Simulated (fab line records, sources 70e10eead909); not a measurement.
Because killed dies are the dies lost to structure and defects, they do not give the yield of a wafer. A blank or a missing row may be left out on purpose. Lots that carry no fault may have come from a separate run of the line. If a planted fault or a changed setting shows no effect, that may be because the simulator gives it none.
Comparing a struck lot with a sound one | flow nand harc | 27 out of 1159 route steps
Sound: wafers L640.2, L640.3, L640.4. The struck wafers were L646.1, L646.4, L646.6. At the end, the cause is stated.
Order at every step that has rows: each side's tool, ch and its chambers, its first start. Under that, the readings that differ: sound wafers | struck wafers | difference of the means | sigmas: that difference in standard deviations of wafers without a fault.
alike: readings whose means differ by less than 2 such deviations, and words and numbers that are the same on both sides. not compared: withheld readings, readings that some wafer has no value for, bounds like >300 that may hide the same value, and numbers for which the record gives no deviation and whose values overlap.
Wherever a step has rows on one side only, a row that says differs or no value, or a row with sigmas, the two part there. Numbers that don't overlap but have no deviation are shown without sigmas and don't part them. A reading that every wafer of one side lacks parts them only if that side has two wafers or more.

NHARC_P_ZERO_WELL_INSPECT_43:
  sound: defect inspect-02 at day 2 07:37; struck: defect inspect-01 at day 3 19:43
  alike: raw defect count
then, 11 steps without rows for these wafers: NHARC_P_STI_ETCH_26 (etches SiO2 in dHF, target depth 11 nm); NHARC_P_STI_PRECLEAN_27 (cleans in SC1); NHARC_P_STI_SRD_28; NHARC_P_STI_OXIDE_29 (material SiO2, target thk 10 nm, ox time 1362 s); NHARC_P_STI_HM_DEP_30 (deposits Si3N4, target thk 80 nm, time 873 s); NHARC_P_STI_DEHYDRATE_01 (time 120 s); NHARC_P_STI_HMDS_02 (time 30 s); NHARC_P_STI_COAT_41 (time 65 s); NHARC_P_STI_COAT_03 (resist thk 600 nm); NHARC_P_STI_SOFTBAKE_04 (time 70 s); NHARC_P_STI_EBR_05.
NHARC_P_STI_EXPOSE_06: exposes mask P STI, target cd 200 nm.
  sound on krf scanner-01 ch 0, day 2 22:54; struck on krf scanner-01 ch 0, day 4 11:53
  reading              | sound             | struck            | difference | sigmas
  exposure dose mJ cm2 | 37.65 37.76 37.67 | 31.63 31.62 31.58 | -6.08      | -99 or more
  alike: mask
then, 2 steps without rows for these wafers: NHARC_P_STI_PEB_07 (peb time 80 s); NHARC_P_STI_DEVELOP_08 (time 50 s).
NHARC_P_STI_CD_MEAS_09 targets a cd of 200 nm.
  sound on cd sem-02 ch 0, day 2 23:03; struck on cd sem-02 ch 0, day 4 12:03
  reading    | sound             | struck            | difference | sigmas
  cd nm (nm) | 196.5 198.7 200.8 | 159.8 159.9 159.7 | -38.9      | -19
NHARC_P_STI_OVL_MEAS_10:
  sound: overlay-01 at day 2 23:08; struck: overlay-02 at day 4 12:08
  alike: overlay x nm, overlay y nm
NHARC_P_STI_INSPECT_11:
  sound: defect inspect-02 at day 2 23:10; struck: defect inspect-01 at day 4 12:10
  alike: raw defect count
then, 1 step without rows for these wafers: NHARC_P_STI_HARDBAKE_13 (time 65 s).
NHARC_P_STI_DESCUM_14: chemistry O2, time 3 s.
  sound on rie diel-09 ch 0,2, day 2 23:18; struck on rie diel-03 ch 0,1,3, day 4 12:21
  reading                | sound             | struck            | difference | sigmas
  model.P_STI.cd nm (nm) | 196.6 199.2 200.7 | 159.7 159.9 159.7 | -39.1      |
  alike: drypump motor current A, oes product au, rf vpp V, showerhead plenum p Torr, throttle valve pct
  not compared: rf hours counter h
NHARC_P_STI_ETCH_42: etches the open film in N2/H2, target depth 80 nm, overetch 24 nm, time 61 s.
  sound on rie diel-09 ch 0,2, day 2 23:24; struck on rie diel-03 ch 1,2, day 4 12:26
  alike: drypump motor current A, oes product au, rf vpp V, showerhead plenum p Torr, throttle valve pct
  not compared: rf hours counter h
NHARC_P_STI_ETCH_31: etches the open film in CF4/CHF3, target depth 108.9 nm, time 54.5 s.
  sound: rie diel-09 ch 1,2; struck: rie diel-03 ch 1,2,3
  alike: drypump motor current A, oes product au, rf vpp V, showerhead plenum p Torr, throttle valve pct
  not compared: rf hours counter h
NHARC_P_STI_ETCH_15: etches the open film in HBr/Cl2, target depth 300 nm, time 100.1 s.
  sound on rie si-03 ch 0,1,3, day 2 23:37; struck on rie si-05 ch 1,2,3, day 4 12:37
  reading                | sound                | struck               | difference | sigmas
  throttle valve pct (%) | 26.415 26.412 26.417 | 26.396 26.384 26.408 | -0.019     | -2
  model.P_STI.cd nm (nm) | 196.3 197.6 199.4    | 158.8 159.3 159.5    | -38.6      |
  alike: drypump motor current A, hbr flow sccm, oes product au
  not compared: rf hours counter h
NHARC_P_STI_CD_MEAS_16:
  sound: cd sem-01 at day 2 23:47; struck: cd sem-01 at day 4 12:47
  reading    | sound             | struck            | difference | sigmas
  cd nm (nm) | 196.4 197.6 199.5 | 158.8 159.5 159.2 | -38.7      | -18
NHARC_P_STI_OCD_MEAS_17:
  sound: ocd-02 at day 2 23:52; struck: ocd-01 at day 4 12:52
  reading                | sound             | struck            | difference | sigmas
  trench foot cd nm (nm) | 154.6 157.3 159.3 | 117.4 117.8 117.4 | -39.5      | -20
then, 1 step without rows for these wafers: NHARC_P_STI_STRIP_19 (strips in SPM, time 900 s).
-- the record jumps here: 17 days lie between the struck wafers' starts before and after (it left off in module P_STI and takes up again in module END, whose first step shown is number 1159 of the route) --
NHARC_END_SORT_01:
  here the record holds rows for the struck wafers (prober-01 ch 0, day 21 05:08) but none for the sound ones

== WHERE THEY PART ==
At NHARC_P_STI_EXPOSE_06 first; at NHARC_END_SORT_01 last (within this record only).

WHY: the cause the simulator had injected
Process parameter drift: krf scanner-01, from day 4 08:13 on, at NHARC_P_STI_EXPOSE_06. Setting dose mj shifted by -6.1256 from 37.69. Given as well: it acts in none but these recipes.
